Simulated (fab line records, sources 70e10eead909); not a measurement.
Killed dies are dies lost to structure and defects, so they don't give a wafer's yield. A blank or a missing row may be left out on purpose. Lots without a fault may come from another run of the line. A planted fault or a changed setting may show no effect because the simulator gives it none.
A struck lot beside a sound one | flow nand_harc | 16 steps out of a route of 1302
Sound: wafers L450.3, L450.4, L450.6. Struck: wafer L463.5. (L463.4, L463.6 of the same lot were not struck and are left out.) The cause comes at the end.
At each step with rows: each side's tool, then ch and its chambers, then its first start. Under that, the readings that differ: sound wafers | struck wafers | difference of the means | sigmas: that difference in standard deviations of wafers without a fault.
alike: readings whose means differ by less than 2 such deviations, and words and numbers that are the same on both sides. not compared: withheld readings, readings that some wafer has no value for, bounds like >300 that may hide the same value, and numbers for which the record gives no deviation and whose values overlap.
The two part at a step that has a row with sigmas, a row that says differs or no value, or rows on one side only. Numbers that don't overlap but have no deviation are shown without sigmas and don't part them. A reading that every wafer of one side lacks parts them only if that side has two wafers or more.

NHARC_A_SGD_CUT_CD_MEAS_09: target cd 100 nm.
  sound on cd_sem-01 ch 0, day 19 15:59; struck on cd_sem-02 ch 0, day 25 11:16
  alike: cd_nm
NHARC_A_SGD_CUT_OVL_MEAS_10:
  sound on overlay-01, day 19 16:04; struck on overlay-02, day 25 11:20
  reading           | sound          | struck | difference | sigmas
  overlay_x_nm (nm) | -1.5 -1.4 -1.7 | 0.7    | +2.2       | +3
  alike: overlay_y_nm
NHARC_A_SGD_CUT_INSPECT_11:
  sound on defect_inspect-01, day 19 16:07; struck on defect_inspect-02, day 25 11:23
  alike: raw_defect_count
NHARC_A_SGD_CUT_DESCUM_14: chemistry O2, time 3 s.
  sound on rie_diel-02 ch 0,1, day 19 16:11; struck on rie_diel-03 ch 1, day 25 11:26
  reading                | sound                | struck | difference | sigmas
  oes_product_au (a.u.)  | 1.016 1.011 1.012    | 0.992  | -0.021     | -2
  rf_vpp_V (V)           | 55.9 56.6 58.1       | 59.7   | +2.8       | +3
  throttle_valve_pct (%) | 11.302 11.314 11.298 | 11.327 | +0.022     | +3
  alike: drypump_motor_current_A, showerhead_plenum_p_Torr
  not compared: rf_hours_counter_h
then, 1 step without rows for these wafers: NHARC_A_SGD_CUT_ETCH_58 (etches the open film in CF4, target depth 39 nm, time 65 s).
NHARC_A_SGD_CUT_ETCH_59: etches the open film in N2/H2, target depth 260 nm, time 406.25 s.
  sound on rie_diel-02 ch 1,3; struck on rie_diel-03 ch 3
  reading               | sound             | struck | difference | sigmas
  oes_product_au (a.u.) | 1.001 1.030 1.023 | 0.992  | -0.026     | -2
  alike: drypump_motor_current_A, n2_flow_sccm, rf_vpp_V, showerhead_plenum_p_Torr, throttle_valve_pct
  not compared: rf_hours_counter_h
NHARC_A_SGD_CUT_ETCH_15: etches the open film in CH3F/O2, target depth 75 nm, time 64.3 s.
  sound on rie_diel-02 ch 0,1,3; struck on rie_diel-03 ch 3
  alike: ch3f_flow_sccm, drypump_motor_current_A, oes_product_au, rf_vpp_V, showerhead_plenum_p_Torr, throttle_valve_pct
  not compared: rf_hours_counter_h
NHARC_A_SGD_CUT_ETCH_16: etches the open film in C4F8/O2/Ar, target depth 310.5 nm, time 155.2 s.
  sound on rie_diel-02 ch 0,1,3; struck on rie_diel-03 ch 3
  alike: oes_product_au, rf_vpp_V
  not compared: rf_hours_counter_h
then, 1 step without rows for these wafers: NHARC_A_SGD_CUT_STRIP_60 (strips in C4F8/O2/Ar).
NHARC_A_SGD_CUT_STRIP_17: strips in O2.
  sound on rie_diel-02 ch 1,3; struck on rie_diel-03 ch 1
  reading               | sound             | struck | difference | sigmas
  oes_product_au (a.u.) | 1.010 1.024 1.027 | 0.995  | -0.025     | -2
  alike: drypump_motor_current_A, rf_vpp_V, showerhead_plenum_p_Torr, throttle_valve_pct
  not compared: rf_hours_counter_h
then, 2 steps without rows for these wafers: NHARC_A_SGD_CUT_PRECLEAN_18 (cleans in SC1); NHARC_A_SGD_CUT_SRD_19.
NHARC_A_SGD_CUT_DEP_20: deposits SiO2, target thk 150 nm.
  sound on fcvd-02 ch 0,1, day 19 17:20; struck on fcvd-02 ch 0,1, day 25 12:37
then, 1 step without rows for these wafers: NHARC_A_SGD_CUT_ANNEAL_27 (time 1800 s).
NHARC_A_SGD_CUT_CMP_21: polishes, target thk 148.19 nm.
  sound on cmp-03 ch 0,1,2, day 19 22:58; struck on cmp-03 ch 0, day 25 17:11
  reading                | sound          | struck | difference | sigmas
  time_to_endpoint_s (s) | 51.7 54.3 52.9 | 96.7   | +43.7      | +16
  alike: motor_current_A
NHARC_A_SGD_CUT_THK_MEAS_22: measures by ellipsometry.
  sound on film_metro-01, day 19 23:14; struck on film_metro-02, day 25 17:26
  alike: thk_nm

WHERE THEY PART
First at NHARC_A_SGD_CUT_OVL_MEAS_10; last, within this record, at NHARC_A_SGD_CUT_CMP_21. Later steps at which nothing parts them and some readings are alike: NHARC_A_SGD_CUT_THK_MEAS_22.

WHY: what the simulator had put in
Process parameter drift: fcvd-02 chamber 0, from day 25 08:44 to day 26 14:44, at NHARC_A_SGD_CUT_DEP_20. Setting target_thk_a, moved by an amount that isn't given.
